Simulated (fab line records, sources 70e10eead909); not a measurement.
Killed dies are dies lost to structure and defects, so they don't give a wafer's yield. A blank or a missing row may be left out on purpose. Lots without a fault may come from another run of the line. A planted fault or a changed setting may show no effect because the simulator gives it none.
A struck lot beside a sound one | flow nand_harc | 28 steps out of a route of 1302
Sound: wafers L868.1, L868.3, L868.6. Struck: wafers L875.1, L875.4, L875.6. The cause comes at the end.
At each step with rows: each side's tool, then ch and its chambers, then its first start. Under that, the readings that differ: sound wafers | struck wafers | difference of the means | sigmas: that difference in standard deviations of wafers without a fault.
alike: readings whose means differ by less than 2 such deviations, and words and numbers that are the same on both sides. not compared: withheld readings, readings that some wafer has no value for, bounds like >300 that may hide the same value, and numbers for which the record gives no deviation and whose values overlap.
The two part at a step that has a row with sigmas, a row that says differs or no value, or rows on one side only. Numbers that don't overlap but have no deviation are shown without sigmas and don't part them. A reading that every wafer of one side lacks parts them only if that side has two wafers or more.

first, 1 step without rows for these wafers: NHARC_A_CONTACT_ETCH_132 (etches the open film in C4F8/O2/Ar, time 197 s, target depth 1924 nm).
NHARC_A_CONTACT_ETCH_133: etches the open film in C4F8/O2/Ar, time 374 s, target depth 1610 nm.
  sound on har_cap_etch-03 ch 0,1, day 25 23:32; struck on har_cap_etch-02 ch 0,1, day 29 06:05
  alike: oes_air_line_au
  not compared: rf_hours_counter_h
NHARC_A_CONTACT_ETCH_91: etches the open film in CH3F/O2, target depth 40 nm, time 85.7 s.
  sound on rie_diel-07 ch 1,3, day 26 00:22; struck on rie_diel-07 ch 0,2,3, day 29 06:55
  alike: drypump_motor_current_A, oes_product_au, rf_vpp_V, showerhead_plenum_p_Torr, throttle_valve_pct
  not compared: rf_hours_counter_h
then, 1 step without rows for these wafers: NHARC_A_CONTACT_ETCH_97 (etches the open film in C4F6/O2, target depth 20 nm, time 10 s).
NHARC_A_CONTACT_CD_MEAS_80:
  sound on cd_sem-02, day 26 00:35; struck on cd_sem-03, day 29 07:10
  alike: cd_nm
then, 4 steps without rows for these wafers: NHARC_A_CONTACT_STRIP_103 (strips in N2/H2); NHARC_A_CONTACT_STRIP_104 (strips in CF4/CHF3); NHARC_A_CONTACT_STRIP_105 (strips in O2/COS); NHARC_A_CONTACT_ETCH_106 (etches the open film in CF4/O2, target depth 90 nm, overetch 9 nm, time 49.5 s).
NHARC_A_CONTACT_STRIP_82: strips in O2.
  sound on rie_diel-07 ch 0,2,3; struck on rie_diel-07 ch 1,3
  alike: drypump_motor_current_A, oes_product_au, rf_vpp_V, showerhead_plenum_p_Torr, throttle_valve_pct
  not compared: rf_hours_counter_h
then, 1 step without rows for these wafers: NHARC_A_CONTACT_STRIP_83 (strips in post etch residue remover, time 600 s).
NHARC_A_CONTACT_DEP_84: deposits aC, target thk 2800 nm.
  sound on acl_dep-01 ch 0, day 26 01:50; struck on acl_dep-03 ch 0, day 29 08:07
  alike: throttle_valve_pct
NHARC_A_CONTACT_DEP_85: deposits SiON, target thk 60 nm.
  sound on pecvd-04 ch 0,1,2, day 26 03:37; struck on pecvd-04 ch 1,2, day 29 09:55
  alike: chamber_pressure_Torr, heater_power_w
then, 10 steps without rows for these wafers: NHARC_A_CONTACT_DEHYDRATE_00 (time 120 s); NHARC_A_CONTACT_HMDS_01 (time 30 s); NHARC_A_CONTACT_COAT_86 (time 75 s); NHARC_A_CONTACT_COAT_87 (time 65 s); NHARC_A_CONTACT_COAT_02 (resist thk 90 nm); NHARC_A_CONTACT_SOFTBAKE_03 (time 55 s); NHARC_A_CONTACT_EBR_04; NHARC_A_CONTACT_EXPOSE_05 (exposes mask A CC); NHARC_A_CONTACT_PEB_06 (peb time 65 s); NHARC_A_CONTACT_DEVELOP_07 (develop time 35 s).
NHARC_A_CONTACT_CD_MEAS_08: target cd 200 nm.
  sound on cd_sem-02 ch 0, day 26 04:19; struck on cd_sem-02 ch 0, day 29 10:28
  alike: cd_nm
NHARC_A_CONTACT_OVL_MEAS_09:
  sound on overlay-02, day 26 04:23; struck on overlay-01, day 29 10:34
  alike: overlay_x_nm, overlay_y_nm
NHARC_A_CONTACT_INSPECT_10:
  sound on defect_inspect-01, day 26 04:26; struck on defect_inspect-01, day 29 10:35
  reading          | sound       | struck      | difference | sigmas
  raw_defect_count | 115 109 110 | 759 790 765 | +660       | +19
NHARC_A_CONTACT_DESCUM_13: chemistry O2, time 3 s.
  sound on rie_diel-07 ch 0,1, day 26 04:30; struck on rie_diel-12 ch 0,2,3, day 29 10:40
  alike: drypump_motor_current_A, oes_product_au, rf_vpp_V, showerhead_plenum_p_Torr, throttle_valve_pct
  not compared: rf_hours_counter_h
-- the record jumps here: 2 days lie between the struck wafers' starts before and after (it left off in module A_CONTACT and takes up again in module END, whose first step shown is number 1302 of the route) --
NHARC_END_SORT_01:
  the record has rows for the struck wafers here (prober-02 ch 0, day 31 13:20) and none for the sound ones

WHERE THEY PART
First at NHARC_A_CONTACT_INSPECT_10; last, within this record, at NHARC_END_SORT_01.

WHY: what the simulator had put in
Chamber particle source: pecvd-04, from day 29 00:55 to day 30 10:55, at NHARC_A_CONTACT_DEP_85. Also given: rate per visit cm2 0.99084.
